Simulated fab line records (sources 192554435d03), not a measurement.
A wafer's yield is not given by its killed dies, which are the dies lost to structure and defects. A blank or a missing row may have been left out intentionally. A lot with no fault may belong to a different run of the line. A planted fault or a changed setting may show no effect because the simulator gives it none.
fab line records :: flow n5-finfet
[record]
  lots = 6
  wafers = 18
  last-day = 19
route steps=1938 shown GATE_CUT@511 MOL_CONTACT_COAG@517
lots with no fault: from the same line, run without faults
start-h: start of the lot's first displayed wafer, in hours after the record's first day :: wait-h: time in hours since the lot's previous step :: " repeats the value in the row above :: L1.1+2: one row covering several wafers at once :: - no value, or no start was given :: * or withheld: withheld :: < > ~ a bound
route shown NAME@n: NAME is a module with steps in the file, n the number in the route of the first one :: usual: mean/standard deviation taken from wafers without a fault :: same: alike in all rows :: chamber/n: place in a boat :: sites: the reading at each site :: _std_site: how widely they spread, as a standard deviation :: _edge_site: the outer-site mean with the inner-site mean subtracted :: radius-mm: how far each site lies from the wafer's centre :: mask NAME#n: copy n :: behind: the last tool/chamber to shape the wafer :: hold: reason for holding the lot/hours on hold/outcome of the hold :: device: the transistor (n, p or np) that didn't switch :: end of line: the tests these same wafers got at the end of their route :: for a step that has no rows: nothing shown but its recipe :: killed: count of dies lost to structure and defects at first sort (not the wafer's yield) :: map: per-die view of a wafer (x killed, . not killed, _ where there is no die)
set.NAME: the setting as run; set.NAME@STEP: as run at that earlier step :: model.NAME: the simulator's own value behind a step, which no gauge read
certain route steps with their lots: each step a table, each wafer a row
services: from which hour (start-h, from the record's first day; less than 0 if before it) a tool's chamber was out of use, for how many hours, and why
[[steps]]
[step N5_GATE_CUT_CMP_23]
[recipe]
  stop-on = SiO2
  t-overpolish-s = 23.4
  post-cmp-clean = alkaline-brush
  down-force-psi = 2.5
  platen-rpm = 51.8
  pad-velocity-m-s = 1.0307
  target-thk-nm = 16
[usual]
  motor-current-A = 9.4/0.93
  overpolish-run-s = 23.401/0.0094
  time-to-endpoint-s = 18.2/2.3
[same]
  t-overpolish-s = 23.4
lot.wafer: L612.1
tool: cmp-02
chamber: 3
start-h: 91.57
wait-h: 0.8
motor-current-A: 11.1
overpolish-run-s: 23.393
time-to-endpoint-s: 18.5

lot.wafer: L612.4
tool: cmp-02
chamber: 0
start-h: 91.57
wait-h: 0.8
motor-current-A: 10.3
overpolish-run-s: 23.397
time-to-endpoint-s: 17.4

lot.wafer: L612.3
tool: cmp-02
chamber: 1
start-h: 91.57
wait-h: 0.8
motor-current-A: 9.2
overpolish-run-s: 23.399
time-to-endpoint-s: 16.4

lot.wafer: L624.4
tool: cmp-03
chamber: 1
start-h: 165.22
wait-h: 0.8
motor-current-A: 8.3
overpolish-run-s: 23.416
time-to-endpoint-s: 18.3

lot.wafer: L624.1
tool: cmp-03
chamber: 2
start-h: 165.22
wait-h: 0.8
motor-current-A: 9.9
overpolish-run-s: 23.395
time-to-endpoint-s: 16.0

lot.wafer: L624.3
tool: cmp-03
chamber: 3
start-h: 165.22
wait-h: 0.8
motor-current-A: 9.0
overpolish-run-s: 23.397
time-to-endpoint-s: 18.7

lot.wafer: L625.3
tool: cmp-02
chamber: 0
start-h: 166.45
wait-h: 0.8
motor-current-A: 10.6
overpolish-run-s: 23.404
time-to-endpoint-s: 20.9

lot.wafer: L625.2
tool: cmp-02
chamber: 1
start-h: 166.45
wait-h: 0.8
motor-current-A: 9.7
overpolish-run-s: 23.399
time-to-endpoint-s: 19.2

lot.wafer: L625.1
tool: cmp-02
chamber: 2
start-h: 166.45
wait-h: 0.8
motor-current-A: 8.8
overpolish-run-s: 23.388
time-to-endpoint-s: 17.7

lot.wafer: L629.3
tool: cmp-04
chamber: 0
start-h: 193.45
wait-h: 0.8
motor-current-A: 7.4
overpolish-run-s: 23.398
time-to-endpoint-s: 15.9

lot.wafer: L629.5
tool: cmp-04
chamber: 0
start-h: 193.45
wait-h: 0.8
motor-current-A: 7.4
overpolish-run-s: 23.405
time-to-endpoint-s: 16.2

lot.wafer: L629.6
tool: cmp-04
chamber: 1
start-h: 193.45
wait-h: 0.8
motor-current-A: 10.3
overpolish-run-s: 23.384
time-to-endpoint-s: 21.7

lot.wafer: L631.1
tool: cmp-04
chamber: 3
start-h: 199.85
wait-h: 0.8
motor-current-A: 8.8
overpolish-run-s: 23.383
time-to-endpoint-s: 12.2

lot.wafer: L631.2
tool: cmp-04
chamber: 0
start-h: 199.85
wait-h: 0.8
motor-current-A: 7.6
overpolish-run-s: 23.414
time-to-endpoint-s: 13.5

lot.wafer: L631.5
tool: cmp-04
chamber: 2
start-h: 199.85
wait-h: 0.8
motor-current-A: 8.6
overpolish-run-s: 23.405
time-to-endpoint-s: 15.2

lot.wafer: L633.2
tool: cmp-02
chamber: 1
start-h: 217.49
wait-h: 0.8
motor-current-A: 9.3
overpolish-run-s: 23.392
time-to-endpoint-s: 20.4

lot.wafer: L633.3
tool: cmp-02
chamber: 2
start-h: 217.49
wait-h: 0.8
motor-current-A: 9.0
overpolish-run-s: 23.401
time-to-endpoint-s: 19.6

lot.wafer: L633.6
tool: cmp-02
chamber: 1
start-h: 217.49
wait-h: 0.8
motor-current-A: 9.2
overpolish-run-s: 23.398
time-to-endpoint-s: 23.1
[step N5_GATE_CUT_THK_MEAS_24]
[recipe]
  reads = SiO2_of_GATE_CUT_HM_DEP_46+SiO2_flowable_of_ILD0_FCVD_FILL_01
[usual]
  GC_FILL_THK = 219.3/2.1
lot.wafer: L612.1
tool: film-metro-02
chamber: -
start-h: 91.87
wait-h: -
GC_FILL_THK[nm]: 216.6

lot.wafer: L612.3
tool: film-metro-02
chamber: -
start-h: 91.87
wait-h: -
GC_FILL_THK[nm]: 218.0

lot.wafer: L612.4
tool: film-metro-02
chamber: -
start-h: 91.87
wait-h: -
GC_FILL_THK[nm]: 215.5

lot.wafer: L624.1
tool: film-metro-02
chamber: -
start-h: 165.52
wait-h: -
GC_FILL_THK[nm]: 215.6

lot.wafer: L624.3
tool: film-metro-02
chamber: -
start-h: 165.52
wait-h: -
GC_FILL_THK[nm]: 216.5

lot.wafer: L624.4
tool: film-metro-02
chamber: -
start-h: 165.52
wait-h: -
GC_FILL_THK[nm]: 219.9

lot.wafer: L625.1
tool: film-metro-01
chamber: -
start-h: 166.70
wait-h: -
GC_FILL_THK[nm]: 214.9

lot.wafer: L625.2
tool: film-metro-01
chamber: -
start-h: 166.70
wait-h: -
GC_FILL_THK[nm]: 218.2

lot.wafer: L625.3
tool: film-metro-01
chamber: -
start-h: 166.70
wait-h: -
GC_FILL_THK[nm]: 220.1

lot.wafer: L629.3
tool: film-metro-02
chamber: -
start-h: 193.74
wait-h: -
GC_FILL_THK[nm]: 220.4

lot.wafer: L629.5
tool: film-metro-02
chamber: -
start-h: 193.74
wait-h: -
GC_FILL_THK[nm]: 221.9

lot.wafer: L629.6
tool: film-metro-02
chamber: -
start-h: 193.74
wait-h: -
GC_FILL_THK[nm]: 221.4

lot.wafer: L631.1
tool: film-metro-01
chamber: -
start-h: 200.11
wait-h: -
GC_FILL_THK[nm]: 219.9

lot.wafer: L631.2
tool: film-metro-01
chamber: -
start-h: 200.11
wait-h: -
GC_FILL_THK[nm]: 220.4

lot.wafer: L631.5
tool: film-metro-01
chamber: -
start-h: 200.11
wait-h: -
GC_FILL_THK[nm]: 220.6

lot.wafer: L633.2
tool: film-metro-01
chamber: -
start-h: 217.78
wait-h: -
GC_FILL_THK[nm]: 217.9

lot.wafer: L633.3
tool: film-metro-01
chamber: -
start-h: 217.78
wait-h: -
GC_FILL_THK[nm]: 220.6

lot.wafer: L633.6
tool: film-metro-01
chamber: -
start-h: 217.78
wait-h: -
GC_FILL_THK[nm]: 220.7
[step N5_GATE_CUT_CMP_43]
[recipe]
  material = SiO2
  post-cmp-clean = rinse-only
[usual]
  motor-current-A = 12.3/1.4
lot.wafer: L612.1
tool: cmp-03
chamber: 1
start-h: 91.90
wait-h: 0.0
motor-current-A: 11.0

lot.wafer: L612.4
tool: cmp-03
chamber: 3
start-h: 91.90
wait-h: 0.0
motor-current-A: 12.3

lot.wafer: L612.3
tool: cmp-03
chamber: 0
start-h: 91.90
wait-h: 0.0
motor-current-A: 14.1

lot.wafer: L624.1
tool: cmp-04
chamber: 0
start-h: 165.55
wait-h: 0.0
motor-current-A: 10.1

lot.wafer: L624.4
tool: cmp-04
chamber: 2
start-h: 165.55
wait-h: 0.0
motor-current-A: 11.6

lot.wafer: L624.3
tool: cmp-04
chamber: 3
start-h: 165.55
wait-h: 0.0
motor-current-A: 11.8

lot.wafer: L625.1
tool: cmp-04
chamber: 0
start-h: 166.73
wait-h: 0.0
motor-current-A: 9.9

lot.wafer: L625.2
tool: cmp-04
chamber: 2
start-h: 166.73
wait-h: 0.0
motor-current-A: 11.5

lot.wafer: L625.3
tool: cmp-04
chamber: 3
start-h: 166.73
wait-h: 0.0
motor-current-A: 12.1

lot.wafer: L629.3
tool: cmp-03
chamber: 0
start-h: 193.77
wait-h: 0.0
motor-current-A: 13.9

lot.wafer: L629.6
tool: cmp-03
chamber: 0
start-h: 193.77
wait-h: 0.0
motor-current-A: 13.4

lot.wafer: L629.5
tool: cmp-03
chamber: 1
start-h: 193.77
wait-h: 0.0
motor-current-A: 10.8

lot.wafer: L631.1
tool: cmp-04
chamber: 3
start-h: 200.14
wait-h: 0.0
motor-current-A: 12.4

lot.wafer: L631.2
tool: cmp-04
chamber: 1
start-h: 200.14
wait-h: 0.0
motor-current-A: 12.9

lot.wafer: L631.5
tool: cmp-04
chamber: 3
start-h: 200.14
wait-h: 0.0
motor-current-A: 12.3

lot.wafer: L633.3
tool: cmp-02
chamber: 2
start-h: 217.89
wait-h: 0.1
motor-current-A: 12.7

lot.wafer: L633.2
tool: cmp-02
chamber: 0
start-h: 217.89
wait-h: 0.1
motor-current-A: 12.0

lot.wafer: L633.6
tool: cmp-02
chamber: 2
start-h: 217.89
wait-h: 0.1
motor-current-A: 12.2
[step N5_GATE_CUT_CMP_61]
[recipe]
  stop-on = SiNx
  t-overpolish-s = 3
  post-cmp-clean = alkaline-brush
  down-force-psi = 4
  platen-rpm = 27.09
  pad-velocity-m-s = 0.539
[usual]
  motor-current-A = 12.3/1.3
[same]
  t-overpolish-s = 3
lot.wafer: L612.1
tool: cmp-03
chamber: 1
start-h: 92.38
wait-h: 0.4
motor-current-A: 11.8

lot.wafer: L612.4
tool: cmp-03
chamber: 3
start-h: 92.38
wait-h: 0.4
motor-current-A: 11.6

lot.wafer: L612.3
tool: cmp-03
chamber: 0
start-h: 92.38
wait-h: 0.4
motor-current-A: 14.2

lot.wafer: L624.1
tool: cmp-04
chamber: 0
start-h: 166.03
wait-h: 0.4
motor-current-A: 10.0

lot.wafer: L624.4
tool: cmp-04
chamber: 2
start-h: 166.03
wait-h: 0.4
motor-current-A: 12.3

lot.wafer: L624.3
tool: cmp-04
chamber: 3
start-h: 166.03
wait-h: 0.4
motor-current-A: 12.1

lot.wafer: L625.1
tool: cmp-04
chamber: 0
start-h: 167.21
wait-h: 0.4
motor-current-A: 10.2

lot.wafer: L625.2
tool: cmp-04
chamber: 2
start-h: 167.21
wait-h: 0.4
motor-current-A: 12.1

lot.wafer: L625.3
tool: cmp-04
chamber: 3
start-h: 167.21
wait-h: 0.4
motor-current-A: 12.0

lot.wafer: L629.3
tool: cmp-03
chamber: 0
start-h: 194.25
wait-h: 0.4
motor-current-A: 13.6

lot.wafer: L629.6
tool: cmp-03
chamber: 0
start-h: 194.25
wait-h: 0.4
motor-current-A: 12.6

lot.wafer: L629.5
tool: cmp-03
chamber: 1
start-h: 194.25
wait-h: 0.4
motor-current-A: 11.1

lot.wafer: L631.1
tool: cmp-04
chamber: 3
start-h: 200.62
wait-h: 0.4
motor-current-A: 12.2

lot.wafer: L631.2
tool: cmp-04
chamber: 1
start-h: 200.62
wait-h: 0.4
motor-current-A: 14.4

lot.wafer: L631.5
tool: cmp-04
chamber: 3
start-h: 200.62
wait-h: 0.4
motor-current-A: 11.5

lot.wafer: L633.3
tool: cmp-02
chamber: 2
start-h: 218.32
wait-h: 0.3
motor-current-A: 12.0

lot.wafer: L633.2
tool: cmp-02
chamber: 0
start-h: 218.32
wait-h: 0.3
motor-current-A: 13.5

lot.wafer: L633.6
tool: cmp-02
chamber: 2
start-h: 218.32
wait-h: 0.3
motor-current-A: 12.4
[step N5_GATE_CUT_INSPECT_26]
[recipe]
  inspect-instrument = darkfield
  mode = post-cmp
[usual]
  raw-defect-count = 41/19
lot.wafer: L612.1
tool: defect-inspect-01
chamber: -
start-h: 92.61
wait-h: 0.0
raw-defect-count: 61

lot.wafer: L612.3
tool: defect-inspect-01
chamber: -
start-h: 92.61
wait-h: 0.0
raw-defect-count: 31

lot.wafer: L612.4
tool: defect-inspect-01
chamber: -
start-h: 92.61
wait-h: 0.0
raw-defect-count: 45

lot.wafer: L624.1
tool: defect-inspect-01
chamber: -
start-h: 166.26
wait-h: 0.0
raw-defect-count: 35

lot.wafer: L624.3
tool: defect-inspect-01
chamber: -
start-h: 166.26
wait-h: 0.0
raw-defect-count: 37

lot.wafer: L624.4
tool: defect-inspect-01
chamber: -
start-h: 166.26
wait-h: 0.0
raw-defect-count: 56

lot.wafer: L625.1
tool: defect-inspect-02
chamber: -
start-h: 167.44
wait-h: 0.0
raw-defect-count: 49

lot.wafer: L625.2
tool: defect-inspect-02
chamber: -
start-h: 167.44
wait-h: 0.0
raw-defect-count: 26

lot.wafer: L625.3
tool: defect-inspect-02
chamber: -
start-h: 167.44
wait-h: 0.0
raw-defect-count: 45

lot.wafer: L629.3
tool: defect-inspect-02
chamber: -
start-h: 194.48
wait-h: 0.0
raw-defect-count: 50

lot.wafer: L629.5
tool: defect-inspect-02
chamber: -
start-h: 194.48
wait-h: 0.0
raw-defect-count: 29

lot.wafer: L629.6
tool: defect-inspect-02
chamber: -
start-h: 194.48
wait-h: 0.0
raw-defect-count: 46

lot.wafer: L631.1
tool: defect-inspect-01
chamber: -
start-h: 200.85
wait-h: 0.0
raw-defect-count: 24

lot.wafer: L631.2
tool: defect-inspect-01
chamber: -
start-h: 200.85
wait-h: 0.0
raw-defect-count: 23

lot.wafer: L631.5
tool: defect-inspect-01
chamber: -
start-h: 200.85
wait-h: 0.0
raw-defect-count: 24

lot.wafer: L633.2
tool: defect-inspect-02
chamber: -
start-h: 218.52
wait-h: 0.0
raw-defect-count: 27

lot.wafer: L633.3
tool: defect-inspect-02
chamber: -
start-h: 218.52
wait-h: 0.0
raw-defect-count: 33

lot.wafer: L633.6
tool: defect-inspect-02
chamber: -
start-h: 218.52
wait-h: 0.0
raw-defect-count: 17
[step N5_MOL_CONTACT_COAG_COAT_103]
[recipe]
  resist = SOC
  temp-c = 250
  time-s = 60
  spin-rpm = 1500
  resist-thk-nm = 80
[step N5_MOL_CONTACT_COAG_COAT_104]
[recipe]
  resist = SiARC
  temp-c = 220
  time-s = 60
  spin-rpm = 1500
  resist-thk-nm = 12
[step N5_MOL_CONTACT_COAG_COAT_58]
[recipe]
  resist = underlayer
  temp-c = 205
  time-s = 60
  spin-rpm = 1500
  resist-thk-nm = 10
[step N5_MOL_CONTACT_COAG_COAT_02]
[recipe]
  resist = CAR-EUV
  spin-rpm = 1500
  resist-thk-nm = 30
[step N5_MOL_CONTACT_COAG_EBR_04]
[recipe]
  solvent = PGMEA
  ebr-width-mm = 1.5
[step N5_MOL_CONTACT_COAG_SOFTBAKE_03]
[recipe]
  temp-c = 110
  time-s = 60
  resist = CAR-EUV
[step N5_MOL_CONTACT_COAG_EXPOSE_05]
[recipe]
  mask-id = CA
  na = 0.33
  source-shape = annular
  sigma-inner = 0.4
  sigma-outer = 0.8
  polarization = unpolarized
  defocus-nm = 0
  dose-mj = 38.25
[usual]
  exposure-dose-mJ-cm2 = 38.22/0.072
  focus-offset-nm = 0.1/0.56
lot.wafer: L612.1
tool: euv-scanner-02
chamber: 0
start-h: 92.90
wait-h: -
mask: CA#0
exposure-dose-mJ-cm2: 38.25
focus-offset-nm: 0.1

lot.wafer: L612.3
tool: euv-scanner-02
chamber: 0
start-h: 92.90
wait-h: -
mask: CA#0
exposure-dose-mJ-cm2: 38.29
focus-offset-nm: -0.2

lot.wafer: L612.4
tool: euv-scanner-02
chamber: 0
start-h: 92.90
wait-h: -
mask: CA#0
exposure-dose-mJ-cm2: 38.28
focus-offset-nm: 0.4

lot.wafer: L624.1
tool: euv-scanner-01
chamber: -
start-h: 166.55
wait-h: -
mask: CA#0
exposure-dose-mJ-cm2: -
focus-offset-nm: -

lot.wafer: L624.3
tool: euv-scanner-01
chamber: -
start-h: 166.55
wait-h: -
mask: CA#0
exposure-dose-mJ-cm2: -
focus-offset-nm: -

lot.wafer: L624.4
tool: euv-scanner-01
chamber: -
start-h: 166.55
wait-h: -
mask: CA#0
exposure-dose-mJ-cm2: -
focus-offset-nm: -

lot.wafer: L625.1
tool: euv-scanner-02
chamber: -
start-h: 167.74
wait-h: -
mask: CA#0
exposure-dose-mJ-cm2: -
focus-offset-nm: -

lot.wafer: L625.2
tool: euv-scanner-02
chamber: -
start-h: 167.74
wait-h: -
mask: CA#0
exposure-dose-mJ-cm2: -
focus-offset-nm: -

lot.wafer: L625.3
tool: euv-scanner-02
chamber: -
start-h: 167.74
wait-h: -
mask: CA#0
exposure-dose-mJ-cm2: -
focus-offset-nm: -

lot.wafer: L629.3
tool: euv-scanner-01
chamber: 0
start-h: 194.66
wait-h: -
mask: CA#0
exposure-dose-mJ-cm2: 38.05
focus-offset-nm: 0.0

lot.wafer: L629.5
tool: euv-scanner-01
chamber: 0
start-h: 194.66
wait-h: -
mask: CA#0
exposure-dose-mJ-cm2: 38.09
focus-offset-nm: 0.0

lot.wafer: L629.6
tool: euv-scanner-01
chamber: 0
start-h: 194.66
wait-h: -
mask: CA#0
exposure-dose-mJ-cm2: 38.13
focus-offset-nm: -1.0

lot.wafer: L631.1
tool: euv-scanner-02
chamber: 0
start-h: 201.02
wait-h: -
mask: CA#0
exposure-dose-mJ-cm2: 38.26
focus-offset-nm: 0.8

lot.wafer: L631.2
tool: euv-scanner-02
chamber: 0
start-h: 201.02
wait-h: -
mask: CA#0
exposure-dose-mJ-cm2: 38.30
focus-offset-nm: -0.2

lot.wafer: L631.5
tool: euv-scanner-02
chamber: 0
start-h: 201.02
wait-h: -
mask: CA#0
exposure-dose-mJ-cm2: 38.33
focus-offset-nm: 0.0

lot.wafer: L633.2
tool: euv-scanner-02
chamber: 0
start-h: 218.70
wait-h: -
mask: CA#0
exposure-dose-mJ-cm2: 38.33
focus-offset-nm: 0.8

lot.wafer: L633.3
tool: euv-scanner-02
chamber: 0
start-h: 218.70
wait-h: -
mask: CA#0
exposure-dose-mJ-cm2: 38.26
focus-offset-nm: 0.9

lot.wafer: L633.6
tool: euv-scanner-02
chamber: 0
start-h: 218.70
wait-h: -
mask: CA#0
exposure-dose-mJ-cm2: 38.30
focus-offset-nm: 0.3
[step N5_MOL_CONTACT_COAG_PEB_06]
[recipe]
  peb-temp-c = 100
  peb-time-s = 60
  resist = CAR-EUV
[[services]]
tool: euv-scanner-01
chamber: -
start-h: 72.55
hours: 1.2
kind: repair

tool: euv-scanner-01
chamber: -
start-h: 75.52
hours: 1.0
kind: pm

tool: cmp-03
chamber: -
start-h: 81.09
hours: 2.1
kind: repair

tool: euv-scanner-02
chamber: -
start-h: 97.97
hours: 9.7
kind: repair

tool: cmp-02
chamber: -
start-h: 102.04
hours: 0.2
kind: repair

tool: cmp-02
chamber: -
start-h: 105.39
hours: 0.4
kind: repair

tool: euv-scanner-02
chamber: -
start-h: 108.63
hours: 1.0
kind: pm

tool: euv-scanner-01
chamber: -
start-h: 109.81
hours: 4.6
kind: pm

tool: cmp-04
chamber: -
start-h: 112.66
hours: 1.5
kind: repair

tool: euv-scanner-01
chamber: -
start-h: 115.36
hours: 0.7
kind: repair

tool: euv-scanner-01
chamber: -
start-h: 122.95
hours: 0.6
kind: repair

tool: cmp-03
chamber: -
start-h: 123.06
hours: 10.0
kind: repair

tool: euv-scanner-01
chamber: -
start-h: 124.22
hours: 3.0
kind: repair

tool: euv-scanner-01
chamber: -
start-h: 131.67
hours: 1.0
kind: pm

tool: euv-scanner-02
chamber: -
start-h: 164.78
hours: 1.0
kind: pm

tool: cmp-04
chamber: -
start-h: 172.74
hours: 4.0
kind: pm

tool: euv-scanner-02
chamber: -
start-h: 176.37
hours: 1.6
kind: repair

tool: cmp-04
chamber: -
start-h: 176.74
hours: -
kind: consumable-replace:conditioner

tool: euv-scanner-02
chamber: -
start-h: 185.36
hours: 4.6
kind: pm

tool: cmp-04
chamber: -
start-h: 189.57
hours: 3.7
kind: pm

tool: euv-scanner-01
chamber: -
start-h: 189.96
hours: 1.0
kind: pm

tool: cmp-02
chamber: -
start-h: 194.05
hours: 4.0
kind: pm

tool: euv-scanner-01
chamber: -
start-h: 196.49
hours: 12.0
kind: pm

tool: cmp-03
chamber: -
start-h: 200.62
hours: 13.4
kind: pm
[[key]]
[first-sign]
  step = N5_MOL_CONTACT_COAG_EXPOSE_05
  reading = tool-record
  direction = missing
effect none on later readings
met-at N5_MOL_CONTACT_COAG_EXPOSE_05
struck-wafers L624.1,L624.3,L624.4,L625.1,L625.2,L625.3
later-rows-left-out L624.1,L624.3,L624.4,L625.1,L625.2,L625.3
sort-left-out L624.1,L624.3,L624.4,L625.1,L625.2,L625.3
onset-between 92.90 166.55
[fault]
  kind = skipped-step-whole
  tool = euv-scanner-01,euv-scanner-02
  chamber = -
  onset-h = 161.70
  steps = N5_MOL_CONTACT_COAG_EXPOSE_05
  scope = struck-lots-only
// sort-left-out: the simulated sort isn't trusted on such a fault, so these wafers' sort isn't shown, and their yield isn't known
// later-rows-left-out: the simulator's readings of these wafers behind a module that went badly wrong aren't trusted and aren't shown, but for the sort
